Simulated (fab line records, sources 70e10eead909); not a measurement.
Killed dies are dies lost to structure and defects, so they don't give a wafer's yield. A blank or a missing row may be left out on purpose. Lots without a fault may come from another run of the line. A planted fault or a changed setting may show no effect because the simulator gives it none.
Chamber matching | flow nand_harc | NHARC_HYBRID_BOND_ACTIVATE_00 on rie_diel-11: 4 sister chambers
The step chemistry N2, time 60 s. 8 wafers are shown with their chamber, then 9 later ones without.

WAFERS WITH THEIR CHAMBER
wafer  | chamber | showerhead_plenum_p_Torr (Torr) | drypump_motor_current_A (A)
L421.4 | 0       | 1.88                            | 5.88
L423.6 | 0       | 1.88                            | 5.89
L425.1 | 1       | 1.69                            | 5.10
L425.3 | 2       | 1.87                            | 5.58
L425.5 | 3       | 1.75                            | 5.74
L430.1 | 3       | 1.75                            | 5.76
L430.3 | 1       | 1.69                            | 5.13
L430.4 | 2       | 1.86                            | 5.56

WAFERS WITHOUT THEIR CHAMBER
wafer  | showerhead_plenum_p_Torr (Torr) | drypump_motor_current_A (A)
L431.1 | 1.68                            | 5.08
L431.5 | 1.86                            | 5.60
L431.6 | 1.75                            | 5.74
L432.1 | 1.86                            | 5.55
L432.3 | 1.68                            | 5.12
L432.5 | 1.88                            | 5.87
L437.1 | 1.75                            | 5.77
L437.4 | 1.68                            | 5.10
L437.6 | 1.86                            | 5.57

WHICH CHAMBER EACH WENT THROUGH
wafer  | from the rows above | in truth
L431.1 | 1                   | 1
L431.5 | 2                   | 2
L431.6 | 3                   | 3
L432.1 | 2                   | 2
L432.3 | 1                   | 1
L432.5 | 0                   | 0
L437.1 | 3                   | 3
L437.4 | 1                   | 1
L437.6 | 2                   | 2
Placed correctly: 9 of 9. Can't be placed from these rows: 0. Placed wrongly: 0.
How it was worked out, from the rows above alone: a wafer's distance from a chamber is the root of the sum, over the readings, of the square of ((its reading less the chamber's mean) divided by the reading's scatter). The wafer belongs to the nearest chamber; if the next one is less than 2 further off, it can't be placed. A chamber's mean is the mean of its shown wafers. The scatter: the root of (the sum of the squares of (reading less its chamber's mean) over the shown wafers, divided by (wafers less chambers)).
